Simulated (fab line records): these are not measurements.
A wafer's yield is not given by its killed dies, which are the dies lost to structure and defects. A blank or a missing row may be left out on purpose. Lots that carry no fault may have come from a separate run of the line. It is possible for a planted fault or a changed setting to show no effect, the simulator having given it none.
fab line records / flow nand-harc
record lots=5 wafers=15 last-day=24
route steps=1159 shown P_ZERO_WELL@44 END@1159
lots with no fault: from the same line, run without faults
start-h: hours from the record's opening day to when the first of the lot's shown wafers began / wait-h: hours from the lot's prior step to this one / " unchanged from the row above / L1.1+2: a row that stands for several wafers / - value missing, or start not given / * or withheld: withheld / < > ~ a bound
route shown NAME@n: NAME is a module with steps in the file, n the number in the route of the first one / usual: mean/standard deviation of fault-free wafers / same: alike in all rows / chamber/n: place in a boat / sites: readings site by site / _std_site: the standard deviation of these / _edge_site: outer sites' mean less inner sites' / radius-mm: for every site, how far away it sits from the centre of the wafer / mask NAME#n: copy n / behind: the last tool/chamber to shape the wafer / hold: why the lot went on hold/how many hours it stayed there/how the hold came to an end / device: which transistor (n, p or np) failed to switch / end of line: the route-end tests of the same wafers / a step given without rows: its recipe and nothing more / killed: dies lost to structure and defects at the first sort, not the wafer's yield / map: a wafer's dies, x killed, . not, _ none there
set.NAME: the run value of the setting; set.NAME@STEP: its run value at that earlier step / model.NAME: the simulator's own value behind a step, which no gauge read
certain route steps with their lots: each step a table, each wafer a row
services: when a tool's chamber went out of use (start-h, in hours from the record's first day, below 0 if earlier), for how many hours, and the reason
## steps
# step NHARC_P_ZERO_WELL_CD_MEAS_37
# recipe target-cd-nm=720 landing-energy-ev=500
# usual cd-nm=719.7/1.2
lot.wafer=L493.4 tool=cd-sem-02 chamber=0 start-h=22.11 wait-h=- cd-nm=719.5
lot.wafer=L493.5 tool=cd-sem-02 chamber=0 start-h=22.11 wait-h=- cd-nm=721.3
lot.wafer=L493.6 tool=cd-sem-02 chamber=0 start-h=22.11 wait-h=- cd-nm=719.7
lot.wafer=L499.2 tool=cd-sem-01 chamber=0 start-h=58.10 wait-h=- cd-nm=719.2
lot.wafer=L499.5 tool=cd-sem-01 chamber=0 start-h=58.10 wait-h=- cd-nm=720.5
lot.wafer=L499.6 tool=cd-sem-01 chamber=0 start-h=58.10 wait-h=- cd-nm=719.0
lot.wafer=L502.2 tool=cd-sem-02 chamber=0 start-h=76.22 wait-h=- cd-nm=720.3
lot.wafer=L502.3 tool=cd-sem-02 chamber=0 start-h=76.22 wait-h=- cd-nm=718.7
lot.wafer=L502.4 tool=cd-sem-02 chamber=0 start-h=76.22 wait-h=- cd-nm=717.4
lot.wafer=L509.2 tool=cd-sem-03 chamber=0 start-h=118.22 wait-h=- cd-nm=719.8
lot.wafer=L509.3 tool=cd-sem-03 chamber=0 start-h=118.22 wait-h=- cd-nm=720.1
lot.wafer=L509.4 tool=cd-sem-03 chamber=0 start-h=118.22 wait-h=- cd-nm=719.0
lot.wafer=L513.4 tool=cd-sem-02 chamber=0 start-h=142.28 wait-h=- cd-nm=720.1
lot.wafer=L513.5 tool=cd-sem-02 chamber=0 start-h=142.28 wait-h=- cd-nm=720.0
lot.wafer=L513.6 tool=cd-sem-02 chamber=0 start-h=142.28 wait-h=- cd-nm=719.7
# step NHARC_P_ZERO_WELL_HARDBAKE_38
# recipe temp-c=125 time-s=80
# step NHARC_P_ZERO_WELL_DESCUM_39
# recipe time-s=3 o2-flow-sccm=200 ar-flow-sccm=0 bias-power-w=0 chemistry=O2
# usual drypump-motor-current-A=5.8/0.38 oes-product-au=0.999/0.007 rf-vpp-V=57.9/0.8 showerhead-plenum-p-Torr=1.94/0.086 throttle-valve-pct=11.311/0.0089
lot.wafer=L493.4 tool=rie-diel-11 chamber=1 start-h=22.29 wait-h=- drypump-motor-current-A=5.6 oes-product-au=0.997 rf-hours-counter-h=0 rf-vpp-V=58.4 showerhead-plenum-p-Torr=1.96 throttle-valve-pct=11.307
lot.wafer=L493.5 tool=rie-diel-11 chamber=0 start-h=22.29 wait-h=- drypump-motor-current-A=6.1 oes-product-au=1.003 rf-hours-counter-h=- rf-vpp-V=57.0 showerhead-plenum-p-Torr=1.80 throttle-valve-pct=11.319
lot.wafer=L493.6 tool=rie-diel-11 chamber=1 start-h=22.29 wait-h=- drypump-motor-current-A=5.6 oes-product-au=1.003 rf-hours-counter-h=- rf-vpp-V=58.0 showerhead-plenum-p-Torr=1.96 throttle-valve-pct=11.311
lot.wafer=L499.2 tool=rie-diel-11 chamber=0 start-h=58.30 wait-h=- drypump-motor-current-A=6.2 oes-product-au=0.992 rf-hours-counter-h=3 rf-vpp-V=56.8 showerhead-plenum-p-Torr=1.80 throttle-valve-pct=11.311
lot.wafer=L499.5 tool=rie-diel-11 chamber=1 start-h=58.30 wait-h=- drypump-motor-current-A=5.6 oes-product-au=0.991 rf-hours-counter-h=- rf-vpp-V=56.1 showerhead-plenum-p-Torr=1.96 throttle-valve-pct=11.308
lot.wafer=L499.6 tool=rie-diel-11 chamber=2 start-h=58.30 wait-h=- drypump-motor-current-A=6.4 oes-product-au=0.993 rf-hours-counter-h=- rf-vpp-V=57.6 showerhead-plenum-p-Torr=1.79 throttle-valve-pct=11.313
lot.wafer=L502.4 tool=rie-diel-11 chamber=1 start-h=76.37 wait-h=- drypump-motor-current-A=5.6 oes-product-au=0.991 rf-hours-counter-h=3 rf-vpp-V=57.6 showerhead-plenum-p-Torr=1.96 throttle-valve-pct=11.311
lot.wafer=L502.2 tool=rie-diel-11 chamber=2 start-h=76.37 wait-h=- drypump-motor-current-A=6.4 oes-product-au=0.995 rf-hours-counter-h=4 rf-vpp-V=56.8 showerhead-plenum-p-Torr=1.79 throttle-valve-pct=11.312
lot.wafer=L502.3 tool=rie-diel-11 chamber=0 start-h=76.37 wait-h=- drypump-motor-current-A=6.1 oes-product-au=0.987 rf-hours-counter-h=3 rf-vpp-V=57.4 showerhead-plenum-p-Torr=1.80 throttle-valve-pct=11.319
lot.wafer=L509.2 tool=rie-diel-12 chamber=3 start-h=118.38 wait-h=- drypump-motor-current-A=4.8 oes-product-au=1.008 rf-hours-counter-h=6 rf-vpp-V=57.3 showerhead-plenum-p-Torr=1.98 throttle-valve-pct=11.311
lot.wafer=L509.3 tool=rie-diel-12 chamber=2 start-h=118.38 wait-h=- drypump-motor-current-A=5.7 oes-product-au=0.995 rf-hours-counter-h=5 rf-vpp-V=58.3 showerhead-plenum-p-Torr=2.02 throttle-valve-pct=11.282
lot.wafer=L509.4 tool=rie-diel-12 chamber=0 start-h=118.38 wait-h=- drypump-motor-current-A=5.6 oes-product-au=0.991 rf-hours-counter-h=- rf-vpp-V=57.4 showerhead-plenum-p-Torr=2.06 throttle-valve-pct=11.332
lot.wafer=L513.4 tool=rie-diel-11 chamber=1 start-h=142.44 wait-h=- drypump-motor-current-A=5.6 oes-product-au=0.996 rf-hours-counter-h=8 rf-vpp-V=57.7 showerhead-plenum-p-Torr=1.96 throttle-valve-pct=11.302
lot.wafer=L513.5 tool=rie-diel-11 chamber=0 start-h=142.44 wait-h=- drypump-motor-current-A=6.2 oes-product-au=0.997 rf-hours-counter-h=- rf-vpp-V=58.4 showerhead-plenum-p-Torr=1.80 throttle-valve-pct=11.299
lot.wafer=L513.6 tool=rie-diel-11 chamber=1 start-h=142.44 wait-h=- drypump-motor-current-A=5.6 oes-product-au=0.999 rf-hours-counter-h=- rf-vpp-V=56.9 showerhead-plenum-p-Torr=1.96 throttle-valve-pct=11.317
# step NHARC_P_ZERO_WELL_IMPLANT_40
# recipe energy-kev=300 dose-cm2=1e+13 tilt-deg=7
# step NHARC_P_ZERO_WELL_IMPLANT_59
# recipe energy-kev=120 dose-cm2=5e+12 tilt-deg=7
# step NHARC_P_ZERO_WELL_IMPLANT_60
# recipe energy-kev=30 dose-cm2=2e+12 tilt-deg=7
# step NHARC_P_ZERO_WELL_STRIP_41
# recipe time-s=840 temp-c=130 chemistry=SPM
# step NHARC_P_ZERO_WELL_DEHYDRATE_44
# recipe temp-c=150 time-s=120
# step NHARC_P_ZERO_WELL_HMDS_45
# recipe time-s=30
# step NHARC_P_ZERO_WELL_COAT_46
# recipe spin-rpm=withheld
# step NHARC_P_ZERO_WELL_SOFTBAKE_47
# recipe temp-c=122 time-s=95
# step NHARC_P_ZERO_WELL_EBR_48
# step NHARC_P_ZERO_WELL_EXPOSE_49
# recipe na=0.6 target-cd-nm=2000 dose-mj=22.64 mask-id=P_HVPW
# usual reticle-temp-C=22.99/0.11
lot.wafer=L493.4 tool=krf-scanner-04 chamber=0 start-h=23.49 wait-h=- mask=P_HVPW#0 reticle-temp-C=23.00
lot.wafer=L493.5 tool=krf-scanner-04 chamber=0 start-h=23.49 wait-h=- mask=P_HVPW#0 reticle-temp-C=23.11
lot.wafer=L493.6 tool=krf-scanner-04 chamber=0 start-h=23.49 wait-h=- mask=P_HVPW#0 reticle-temp-C=22.96
lot.wafer=L499.2 tool=krf-scanner-02 chamber=0 start-h=59.49 wait-h=- mask=P_HVPW#0 reticle-temp-C=23.02
lot.wafer=L499.5 tool=krf-scanner-02 chamber=0 start-h=59.49 wait-h=- mask=P_HVPW#0 reticle-temp-C=23.12
lot.wafer=L499.6 tool=krf-scanner-02 chamber=0 start-h=59.49 wait-h=- mask=P_HVPW#0 reticle-temp-C=23.07
lot.wafer=L502.2 tool=krf-scanner-02 chamber=0 start-h=77.57 wait-h=- mask=P_HVPW_R1#0 reticle-temp-C=22.90
lot.wafer=L502.3 tool=krf-scanner-02 chamber=0 start-h=77.57 wait-h=- mask=P_HVPW_R1#0 reticle-temp-C=22.85
lot.wafer=L502.4 tool=krf-scanner-02 chamber=0 start-h=77.57 wait-h=- mask=P_HVPW_R1#0 reticle-temp-C=22.93
lot.wafer=L509.2 tool=krf-scanner-02 chamber=0 start-h=119.73 wait-h=- mask=P_HVPW#0 reticle-temp-C=22.99
lot.wafer=L509.3 tool=krf-scanner-02 chamber=0 start-h=119.73 wait-h=- mask=P_HVPW#0 reticle-temp-C=23.07
lot.wafer=L509.4 tool=krf-scanner-02 chamber=0 start-h=119.73 wait-h=- mask=P_HVPW#0 reticle-temp-C=23.00
lot.wafer=L513.4 tool=krf-scanner-04 chamber=0 start-h=143.65 wait-h=- mask=P_HVPW#0 reticle-temp-C=22.86
lot.wafer=L513.5 tool=krf-scanner-04 chamber=0 start-h=143.65 wait-h=- mask=P_HVPW#0 reticle-temp-C=22.79
lot.wafer=L513.6 tool=krf-scanner-04 chamber=0 start-h=143.65 wait-h=- mask=P_HVPW#0 reticle-temp-C=22.98
# step NHARC_P_ZERO_WELL_PEB_50
# recipe peb-temp-c=118 peb-time-s=85
# step NHARC_P_ZERO_WELL_DEVELOP_51
# recipe time-s=70
# step NHARC_P_ZERO_WELL_CD_MEAS_52
# recipe target-cd-nm=2000 landing-energy-ev=500
# usual cd-nm=1999.8/1.6
lot.wafer=L493.4 tool=cd-sem-01 chamber=0 start-h=23.64 wait-h=- cd-nm=1999.0
lot.wafer=L493.5 tool=cd-sem-01 chamber=0 start-h=23.64 wait-h=- cd-nm=2002.0
lot.wafer=L493.6 tool=cd-sem-01 chamber=0 start-h=23.64 wait-h=- cd-nm=2000.7
lot.wafer=L499.2 tool=cd-sem-01 chamber=0 start-h=59.64 wait-h=- cd-nm=1999.4
lot.wafer=L499.5 tool=cd-sem-01 chamber=0 start-h=59.64 wait-h=- cd-nm=2000.7
lot.wafer=L499.6 tool=cd-sem-01 chamber=0 start-h=59.64 wait-h=- cd-nm=1999.8
lot.wafer=L502.2 tool=cd-sem-01 chamber=0 start-h=77.73 wait-h=- cd-nm=1880.4
lot.wafer=L502.3 tool=cd-sem-01 chamber=0 start-h=77.73 wait-h=- cd-nm=1883.7
lot.wafer=L502.4 tool=cd-sem-01 chamber=0 start-h=77.73 wait-h=- cd-nm=1879.5
lot.wafer=L509.2 tool=cd-sem-02 chamber=0 start-h=119.89 wait-h=- cd-nm=2000.5
lot.wafer=L509.3 tool=cd-sem-02 chamber=0 start-h=119.89 wait-h=- cd-nm=1997.7
lot.wafer=L509.4 tool=cd-sem-02 chamber=0 start-h=119.89 wait-h=- cd-nm=1998.5
lot.wafer=L513.4 tool=cd-sem-01 chamber=0 start-h=143.80 wait-h=- cd-nm=2000.4
lot.wafer=L513.5 tool=cd-sem-01 chamber=0 start-h=143.80 wait-h=- cd-nm=2001.0
lot.wafer=L513.6 tool=cd-sem-01 chamber=0 start-h=143.80 wait-h=- cd-nm=1999.3
# step NHARC_P_ZERO_WELL_HARDBAKE_53
# recipe temp-c=125 time-s=80
# step NHARC_P_ZERO_WELL_DESCUM_54
# recipe time-s=3 o2-flow-sccm=200 ar-flow-sccm=0 bias-power-w=0 chemistry=O2
# usual drypump-motor-current-A=5.8/0.34 oes-product-au=0.997/0.0073 rf-vpp-V=57.8/0.96 showerhead-plenum-p-Torr=1.94/0.089 throttle-valve-pct=11.311/0.0093
lot.wafer=L493.4 tool=rie-diel-12 chamber=2 start-h=23.82 wait-h=- drypump-motor-current-A=5.8 oes-product-au=0.993 rf-hours-counter-h=10 rf-vpp-V=57.0 showerhead-plenum-p-Torr=2.02 throttle-valve-pct=11.321 model.P_ZERO_WELL.cd-nm=1999
lot.wafer=L493.5 tool=rie-diel-12 chamber=0 start-h=23.82 wait-h=- drypump-motor-current-A=5.6 oes-product-au=0.987 rf-hours-counter-h=- rf-vpp-V=57.9 showerhead-plenum-p-Torr=2.07 throttle-valve-pct=11.314 model.P_ZERO_WELL.cd-nm=2002
lot.wafer=L493.6 tool=rie-diel-12 chamber=1 start-h=23.82 wait-h=- drypump-motor-current-A=5.4 oes-product-au=0.994 rf-hours-counter-h=- rf-vpp-V=60.0 showerhead-plenum-p-Torr=1.97 throttle-valve-pct=11.318 model.P_ZERO_WELL.cd-nm=2001
lot.wafer=L499.2 tool=rie-diel-11 chamber=2 start-h=59.84 wait-h=- drypump-motor-current-A=6.4 oes-product-au=0.994 rf-hours-counter-h=3 rf-vpp-V=57.9 showerhead-plenum-p-Torr=1.79 throttle-valve-pct=11.305 model.P_ZERO_WELL.cd-nm=1999
lot.wafer=L499.6 tool=rie-diel-11 chamber=3 start-h=59.84 wait-h=- drypump-motor-current-A=5.7 oes-product-au=1.018 rf-hours-counter-h=- rf-vpp-V=58.1 showerhead-plenum-p-Torr=1.98 throttle-valve-pct=11.313 model.P_ZERO_WELL.cd-nm=2001
lot.wafer=L499.5 tool=rie-diel-11 chamber=0 start-h=59.84 wait-h=- drypump-motor-current-A=6.2 oes-product-au=0.998 rf-hours-counter-h=- rf-vpp-V=57.3 showerhead-plenum-p-Torr=1.80 throttle-valve-pct=11.304 model.P_ZERO_WELL.cd-nm=2001
lot.wafer=L502.3 tool=rie-diel-12 chamber=3 start-h=77.88 wait-h=- drypump-motor-current-A=4.9 oes-product-au=1.000 rf-hours-counter-h=3 rf-vpp-V=57.0 showerhead-plenum-p-Torr=1.98 throttle-valve-pct=11.321 model.P_ZERO_WELL.cd-nm=1883
lot.wafer=L502.4 tool=rie-diel-12 chamber=1 start-h=77.88 wait-h=- drypump-motor-current-A=5.4 oes-product-au=1.003 rf-hours-counter-h=2 rf-vpp-V=59.9 showerhead-plenum-p-Torr=1.97 throttle-valve-pct=11.305 model.P_ZERO_WELL.cd-nm=1880
lot.wafer=L502.2 tool=rie-diel-12 chamber=2 start-h=77.88 wait-h=- drypump-motor-current-A=5.8 oes-product-au=0.999 rf-hours-counter-h=2 rf-vpp-V=58.9 showerhead-plenum-p-Torr=2.02 throttle-valve-pct=11.310 model.P_ZERO_WELL.cd-nm=1881
lot.wafer=L509.4 tool=rie-diel-07 chamber=1 start-h=120.05 wait-h=- drypump-motor-current-A=6.0 oes-product-au=0.989 rf-hours-counter-h=3 rf-vpp-V=56.2 showerhead-plenum-p-Torr=1.84 throttle-valve-pct=11.311 model.P_ZERO_WELL.cd-nm=1998
lot.wafer=L509.2 tool=rie-diel-07 chamber=2 start-h=120.05 wait-h=- drypump-motor-current-A=5.5 oes-product-au=0.987 rf-hours-counter-h=4 rf-vpp-V=57.6 showerhead-plenum-p-Torr=1.93 throttle-valve-pct=11.315 model.P_ZERO_WELL.cd-nm=2000
lot.wafer=L509.3 tool=rie-diel-07 chamber=3 start-h=120.05 wait-h=- drypump-motor-current-A=6.2 oes-product-au=0.993 rf-hours-counter-h=4 rf-vpp-V=58.3 showerhead-plenum-p-Torr=2.01 throttle-valve-pct=11.314 model.P_ZERO_WELL.cd-nm=1998
lot.wafer=L513.4 tool=rie-diel-12 chamber=1 start-h=144.01 wait-h=- drypump-motor-current-A=5.4 oes-product-au=1.007 rf-hours-counter-h=- rf-vpp-V=57.4 showerhead-plenum-p-Torr=1.97 throttle-valve-pct=11.310 model.P_ZERO_WELL.cd-nm=2001
lot.wafer=L513.5 tool=rie-diel-12 chamber=2 start-h=144.01 wait-h=- drypump-motor-current-A=5.8 oes-product-au=0.998 rf-hours-counter-h=- rf-vpp-V=56.9 showerhead-plenum-p-Torr=2.02 throttle-valve-pct=11.306 model.P_ZERO_WELL.cd-nm=2001
lot.wafer=L513.6 tool=rie-diel-12 chamber=0 start-h=144.01 wait-h=- drypump-motor-current-A=5.6 oes-product-au=0.994 rf-hours-counter-h=- rf-vpp-V=56.7 showerhead-plenum-p-Torr=2.06 throttle-valve-pct=11.307 model.P_ZERO_WELL.cd-nm=1999
# step NHARC_P_ZERO_WELL_IMPLANT_55
# recipe energy-kev=180 dose-cm2=8e+11 tilt-deg=7
# step NHARC_END_SORT_01
# recipe temp-c=25
# usual killed-at-array=27/9.8 killed-at-other=0.6/0.83 killed-at-periphery=3.5/2.4 killed-dies=31/9.6 killed-open=3.1/1.9 killed-short=2.0/1.5
# same gross-dies=677
lot.wafer=L493.4 tool=prober-02 chamber=0 start-h=468.94 wait-h=3.5 killed-at-array=18 killed-at-other=1 killed-at-periphery=6 killed-dies=25 killed-open=4 killed-short=1
lot.wafer=L493.5 tool=prober-02 chamber=0 start-h=469.76 wait-h=3.8 killed-at-array=25 killed-at-other=1 killed-at-periphery=1 killed-dies=27 killed-open=1 killed-short=3
lot.wafer=L493.6 tool=prober-02 chamber=0 start-h=470.58 wait-h=4.1 killed-at-array=22 killed-at-other=0 killed-at-periphery=6 killed-dies=28 killed-open=3 killed-short=2
lot.wafer=L499.2 tool=prober-02 chamber=0 start-h=490.86 wait-h=2.8 killed-at-array=33 killed-at-other=2 killed-at-periphery=7 killed-dies=42 killed-open=8 killed-short=3
lot.wafer=L499.5 tool=prober-02 chamber=0 start-h=493.25 wait-h=3.7 killed-at-array=40 killed-at-other=1 killed-at-periphery=2 killed-dies=43 killed-open=1 killed-short=1
lot.wafer=L499.6 tool=prober-02 chamber=0 start-h=494.05 wait-h=4.0 killed-at-array=35 killed-at-other=0 killed-at-periphery=1 killed-dies=36 killed-open=3 killed-short=1
lot.wafer=L502.2 tool=prober-01 chamber=0 start-h=531.81 wait-h=2.8 killed-at-array=14 killed-at-other=3 killed-at-periphery=4 killed-dies=21 killed-open=5 killed-short=0
lot.wafer=L502.3 tool=prober-01 chamber=0 start-h=532.62 wait-h=3.1 killed-at-array=14 killed-at-other=1 killed-at-periphery=5 killed-dies=20 killed-open=8 killed-short=2
lot.wafer=L502.4 tool=prober-01 chamber=0 start-h=533.43 wait-h=3.4 killed-at-array=12 killed-at-other=0 killed-at-periphery=3 killed-dies=15 killed-open=2 killed-short=1
lot.wafer=L509.2 tool=prober-01 chamber=0 start-h=552.57 wait-h=2.8 killed-at-array=37 killed-at-other=1 killed-at-periphery=4 killed-dies=42 killed-open=4 killed-short=0
lot.wafer=L509.3 tool=prober-01 chamber=0 start-h=553.38 wait-h=3.1 killed-at-array=53 killed-at-other=0 killed-at-periphery=2 killed-dies=55 killed-open=3 killed-short=2
lot.wafer=L509.4 tool=prober-01 chamber=0 start-h=554.20 wait-h=3.5 killed-at-array=38 killed-at-other=0 killed-at-periphery=6 killed-dies=44 killed-open=3 killed-short=4
lot.wafer=L513.4 tool=prober-01 chamber=0 start-h=585.45 wait-h=3.4 killed-at-array=12 killed-at-other=0 killed-at-periphery=12 killed-dies=24 killed-open=1 killed-short=0
lot.wafer=L513.5 tool=prober-01 chamber=0 start-h=586.25 wait-h=3.7 killed-at-array=27 killed-at-other=2 killed-at-periphery=5 killed-dies=34 killed-open=6 killed-short=1
lot.wafer=L513.6 tool=prober-01 chamber=0 start-h=587.06 wait-h=4.0 killed-at-array=17 killed-at-other=1 killed-at-periphery=6 killed-dies=24 killed-open=2 killed-short=4
# killed by level:class
L493.4 A_SLIT:chamber-film-flake=6 A_WL_FILL:chamber-film-flake=5 P_ZERO_WELL:chamber-film-flake=3 A_CHANNEL_HOLE_D1:chamber-film-flake=2 A_STAIRCASE:chamber-film-flake=2 P_STI:geometric-particle:open=1 P_M0:geometric-particle:open=1 A_ONON_D1:geometric-particle:short=1
L493.5 A_STAIRCASE:chamber-film-flake=8 A_CHANNEL_HOLE_D1:chamber-film-flake=4 A_WL_FILL:chamber-film-flake=3 A_CONTACT:chamber-film-flake=3 A_ONON_D1:geometric-particle:short=2 A_SLIT:chamber-film-flake=2 A_SGD_CUT:geometric-particle:short=1 A_WL_FILL:geometric-particle:open=1
L493.6 A_SLIT:chamber-film-flake=8 A_STAIRCASE:chamber-film-flake=5 A_ZERO_WELL:chamber-film-flake=3 P_GATE:geometric-particle:open=2 P_ZERO_WELL:chamber-film-flake=2 P_GATE:chamber-film-flake=2 A_CONTACT:chamber-film-flake=2 A_CHANNEL_FILL_D1:geometric-particle:short=1
L499.2 A_CHANNEL_HOLE_D1:chamber-film-flake=19 A_STAIRCASE:chamber-film-flake=5 P_M0:chamber-film-flake=3 P_M0:geometric-particle:open=2 A_CHANNEL_FILL_D1:geometric-particle:short=2 A_SGD_CUT:geometric-particle:open=2 A_CONTACT:chamber-film-flake=2 THIN_TSV:chamber-film-flake=2
L499.5 A_CHANNEL_HOLE_D1:chamber-film-flake=24 A_STAIRCASE:chamber-film-flake=7 A_BLC:chamber-film-flake=3 A_CONTACT:chamber-film-flake=2 A_CHANNEL_FILL_D1:geometric-particle:open=1 A_CHANNEL_FILL_D1:geometric-particle:short=1 P_ZERO_WELL:chamber-film-flake=1 P_M0:chamber-film-flake=1
L499.6 A_CHANNEL_HOLE_D1:chamber-film-flake=17 A_STAIRCASE:chamber-film-flake=6 A_CONTACT:chamber-film-flake=4 A_BLC:chamber-film-flake=2 A_ONON_D1:geometric-particle:short=1 A_CHANNEL_FILL_D1:geometric-particle:open=1 A_SGD_CUT:geometric-particle:open=1 A_WL_FILL:geometric-particle:open=1
L502.2 A_CHANNEL_HOLE_D1:chamber-film-flake=9 P_M1:chamber-film-flake=3 THIN_TSV:chamber-film-flake=2 P_M1:geometric-particle:open=1 A_SGD_CUT:geometric-particle:open=1 A_WL_FILL:geometric-particle:open=1 A_M0:geometric-particle:open=1 STARTING-WAFER:geometric-particle:open=1
L502.3 A_CHANNEL_HOLE_D1:chamber-film-flake=3 A_CONTACT:chamber-film-flake=3 A_CONTACT:geometric-particle:open=2 A_BLC:geometric-particle:open=2 P_ZERO_WELL:chamber-film-flake=2 P_CONTACT:geometric-particle:open=1 P_M2:geometric-particle:short=1 A_CHANNEL_HOLE_D1:geometric-particle:open=1
L502.4 A_CHANNEL_HOLE_D1:chamber-film-flake=7 A_CONTACT:chamber-film-flake=2 P_CONTACT:geometric-particle:short=1 A_CONTACT:geometric-particle:open=1 A_BLC:geometric-particle:open=1 P_ZERO_WELL:chamber-film-flake=1 P_M1:chamber-film-flake=1 A_ZERO_WELL:chamber-film-flake=1
L509.2 A_SLIT:chamber-film-flake=14 A_CHANNEL_HOLE_D1:chamber-film-flake=12 A_CONTACT:chamber-film-flake=6 A_CHANNEL_FILL_D1:chamber-film-flake=2 P_CONTACT:geometric-particle:open=1 P_M0:geometric-particle:open=1 A_CHANNEL_HOLE_D1:geometric-particle:open=1 A_CHANNEL_FILL_D1:geometric-particle:open=1
L509.3 A_CHANNEL_HOLE_D1:chamber-film-flake=22 A_SLIT:chamber-film-flake=21 A_CONTACT:chamber-film-flake=3 A_CHANNEL_FILL_D1:chamber-film-flake=2 P_CONTACT:geometric-particle:short=1 A_CHANNEL_FILL_D1:geometric-particle:open=1 A_WL_FILL:geometric-particle:open=1 A_WL_FILL:geometric-particle:short=1
L509.4 A_CHANNEL_HOLE_D1:chamber-film-flake=16 A_CONTACT:chamber-film-flake=8 A_SLIT:chamber-film-flake=5 P_ZERO_WELL:chamber-film-flake=3 P_STI:chamber-film-flake=2 A_ZERO_WELL:chamber-film-flake=2 P_M1:geometric-particle:open=1 A_ONON_D1:geometric-particle:short=1
L513.4 A_CHANNEL_HOLE_D1:chamber-film-flake=7 P_BONDPAD:chamber-film-flake=6 A_CONTACT:chamber-film-flake=4 P_STI:chamber-film-flake=3 P_STI:geometric-particle:open=1 P_ZERO_WELL:chamber-film-flake=1 P_M0:chamber-film-flake=1 A_SLIT:chamber-film-flake=1
L513.5 A_CHANNEL_HOLE_D1:chamber-film-flake=12 A_CONTACT:chamber-film-flake=7 P_M0:chamber-film-flake=3 A_BLC:geometric-particle:open=2 THIN_TSV:chamber-film-flake=2 P_M0:geometric-particle:open=1 A_ONON_D1:geometric-particle:open=1 A_ONON_D1:geometric-particle:short=1
L513.6 A_CONTACT:chamber-film-flake=7 A_CHANNEL_HOLE_D1:chamber-film-flake=4 P_BONDPAD:chamber-film-flake=3 A_BLC:geometric-particle:short=2 P_M0:chamber-film-flake=2 P_STI:geometric-particle:short=1 A_SGD_CUT:geometric-particle:open=1 A_CONTACT:geometric-particle:short=1
## services
tool=rie-diel-11 chamber=- start-h=12.50 hours=9.0 kind=pm
tool=rie-diel-11 chamber=0 start-h=12.50 hours=9.0 kind=vent-cycle
tool=rie-diel-11 chamber=1 start-h=12.50 hours=9.0 kind=vent-cycle
tool=rie-diel-11 chamber=2 start-h=12.50 hours=9.0 kind=vent-cycle
tool=rie-diel-11 chamber=3 start-h=12.50 hours=9.0 kind=vent-cycle
tool=rie-diel-11 chamber=0 start-h=21.50 hours=- kind=clean
tool=rie-diel-11 chamber=1 start-h=21.50 hours=- kind=clean
tool=rie-diel-11 chamber=2 start-h=21.50 hours=- kind=clean
tool=rie-diel-11 chamber=3 start-h=21.50 hours=- kind=clean
tool=rie-diel-12 chamber=- start-h=25.40 hours=9.0 kind=pm
tool=krf-scanner-02 chamber=- start-h=38.00 hours=4.0 kind=pm
tool=rie-diel-11 chamber=0 start-h=46.00 hours=- kind=clean
tool=rie-diel-11 chamber=1 start-h=46.00 hours=- kind=clean
tool=rie-diel-11 chamber=2 start-h=46.00 hours=- kind=clean
tool=rie-diel-11 chamber=3 start-h=46.00 hours=- kind=clean
tool=rie-diel-07 chamber=- start-h=51.26 hours=9.0 kind=pm
tool=krf-scanner-04 chamber=- start-h=58.96 hours=0.9 kind=repair
tool=rie-diel-11 chamber=0 start-h=91.25 hours=3.7 kind=repair
tool=krf-scanner-02 chamber=- start-h=95.36 hours=2.1 kind=repair
tool=rie-diel-12 chamber=2 start-h=96.04 hours=3.3 kind=repair
tool=rie-diel-12 chamber=1 start-h=117.41 hours=19.6 kind=repair
tool=rie-diel-12 chamber=3 start-h=124.57 hours=32.5 kind=repair
tool=krf-scanner-04 chamber=- start-h=126.00 hours=4.0 kind=pm
tool=rie-diel-12 chamber=- start-h=132.07 hours=0.2 kind=repair
## key
first-sign step=NHARC_P_ZERO_WELL_EXPOSE_49 reading=mask direction=changed
effect step=NHARC_P_ZERO_WELL_CD_MEAS_52 reading=cd-nm direction=down sigmas=75 usual=1999.8 struck=1881.2
model-effect step=NHARC_P_ZERO_WELL_DESCUM_54 value=P_ZERO_WELL.cd-nm without=1998 struck=1881
met-at NHARC_P_ZERO_WELL_EXPOSE_49
struck-wafers L502.2,L502.3,L502.4
tester-left-out L502
onset-between 59.49 77.57
fault kind=wrong-mask tool=any chamber=- onset-h=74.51 steps=NHARC_P_ZERO_WELL_EXPOSE_49 aux-copy=P_HVPW_R1#0 cd-offset-nm=-116.2 scope=struck-lots-only
# tester-left-out: of these lots the tester's yield and bins aren't shown, on N5 and GAA mostly nor the transistor test; their killed dies are dies lost to structure and defects alone, not to doping, threshold or leakage, so they don't give the yield
